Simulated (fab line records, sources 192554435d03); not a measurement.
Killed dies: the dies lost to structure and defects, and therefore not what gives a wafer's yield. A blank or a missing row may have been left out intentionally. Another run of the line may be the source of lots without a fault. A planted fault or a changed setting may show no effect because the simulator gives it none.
Split-lot trial    flow n5-finfet    on a route of 1938 steps: 7 lots, 39 wafers read

## ON THE SPLIT
At N5_BEOL_M9_CVD_78 (deposits Co from CCTBA/H2, target thk 2 nm, time 138.9 s), the setting target-thk-a was moved away from the recipe's 20 angstrom on 18 of the 39 wafers read, by -47.5% to +44.0%. This setting was run at the recipe's value on the other wafers.

The reading comes from the split's own step.

## THE READING
Co_of_BEOL_M9_CVD_78.thk-nm (the simulator's own value, which no gauge read), in nm, at N5_BEOL_M9_CVD_78 (deposits Co from CCTBA/H2, target thk 2 nm, time 138.9 s). No usual value for it is given in the file. The 21 wafers here that ran the recipe average 2.0 nm, standard deviation 0.11 nm.

wafer   tool, chamber at the split  target-thk-a as run, angstrom  against the recipe  Co_of_BEOL_M9_CVD_78.thk-nm, nm  against lot-mates on the recipe
L076.1  cvd-co-01, 2,0              20                             recipe              2                                -
L076.5  cvd-co-01, 2,0              20                             recipe              2                                -
L076.4  cvd-co-01, 1                20                             recipe              1.8                              -
L080.1  cvd-co-02, 1,2              20                             recipe              2.2                              -
L080.2  cvd-co-02, 1,2              20                             recipe              2.2                              -
L080.3  cvd-co-02, 0,0,1            28.8                           +44.0%              3                                +0.9
L080.4  cvd-co-02, 0,0,1            28.8                           +44.0%              3                                +0.9
L080.6  cvd-co-02, 0,0,1            28.8                           +44.0%              3                                +0.9
L080.5  cvd-co-02, 2                20                             recipe              2                                -
L085.1  cvd-co-01, 1                20                             recipe              2                                -
L085.2  cvd-co-01, 2                14.26                          -28.7%              1.4                              -0.5
L085.5  cvd-co-01, 2                14.26                          -28.7%              1.4                              -0.5
L085.3  cvd-co-01, 0                14.26                          -28.7%              1.2                              -0.7
L085.4  cvd-co-01, 1,0              20                             recipe              1.8                              -
L085.6  cvd-co-01, 1,0              20                             recipe              1.8                              -
L089.1  cvd-co-01, 2,1,0            20                             recipe              2                                -
L089.4  cvd-co-01, 2,1,0            20                             recipe              2                                -
L089.6  cvd-co-01, 2,1,0            20                             recipe              2                                -
L089.2  cvd-co-01, 1,0              26.4                           +32.0%              2.6                              +0.6
L089.3  cvd-co-01, 1,0              26.4                           +32.0%              2.6                              +0.6
L089.5  cvd-co-01, 2                26.4                           +32.0%              2.8                              +0.8
L093.1  cvd-co-02, 2                20                             recipe              2.2                              -
L093.2  cvd-co-02, 0                20                             recipe              2                                -
L093.4  cvd-co-02, 0                20                             recipe              2                                -
L093.3  cvd-co-02, 1,2,1            13.7                           -31.5%              1.4                              -0.7
L093.5  cvd-co-02, 1,2,1            13.7                           -31.5%              1.4                              -0.7
L093.6  cvd-co-02, 1,2,1            13.7                           -31.5%              1.4                              -0.7
L094.1  cvd-co-02, 2,2,0            20                             recipe              2                                -
L094.4  cvd-co-02, 2,2,0            20                             recipe              2                                -
L094.6  cvd-co-02, 2,2,0            20                             recipe              2                                -
L094.2  cvd-co-02, 0,1,1            13.46                          -32.7%              1.4                              -0.6
L094.3  cvd-co-02, 0,1,1            13.46                          -32.7%              1.4                              -0.6
L094.5  cvd-co-02, 0,1,1            13.46                          -32.7%              1.4                              -0.6
L096.1  cvd-co-01, 0,2,2            10.5                           -47.5%              1                                -1.0
L096.4  cvd-co-01, 0,2,2            10.5                           -47.5%              1                                -1.0
L096.5  cvd-co-01, 0,2,2            10.5                           -47.5%              1                                -1.0
L096.2  cvd-co-01, 2,0,0            20                             recipe              2                                -
L096.3  cvd-co-01, 2,0,0            20                             recipe              2                                -
L096.6  cvd-co-01, 2,0,0            20                             recipe              2                                -
When a row names more than one chamber, that row covers several wafers, and the file does not tell which wafer ran in which chamber.

THE FIT
A straight line over all 39 wafers: Co_of_BEOL_M9_CVD_78.thk-nm changes by +0.0211 nm for each +1% of target-thk-a; r = +0.98; the points scatter about the line by 0.097 nm.
The same after taking each lot's own level away (the mean of its wafers on the recipe; 39 wafers): +0.0201 nm for each +1%; r = +0.99; scatter 0.071 nm.
The reading moves by 0.96 nm for the largest change in target-thk-a, on that fit.
Measured against the standard deviation above, the lots' own levels, which go from 1.87 to 2.13 nm, span 2.5 times it.
So the lot-to-lot level changes the slope little: the two slopes agree.
Check: with one of the wafers moved furthest among these (-47.5%) left out of the fit, the line predicts -0.948 nm for it against its lot-mates. It came out at -1 nm against them.

## OTHER SPLITS ON THESE WAFERS
Note: prior to the reading, these wafers also went through further splits. Each is held against what the fit with the lots' levels taken away leaves over:
other split on the same wafers    wafers away from the commonest value  r with Co_of_BEOL_M9_CVD_78.thk-nm (lot level and that fit taken away)
N5_BEOL_M4_TRENCH_ETCH_37 time-s  15                                    -0.02

## FILE'S OWN FIT
Co_of_BEOL_M9_CVD_78.thk-nm changes by +0.0201 nm for each +1% of target-thk-a, r = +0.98.
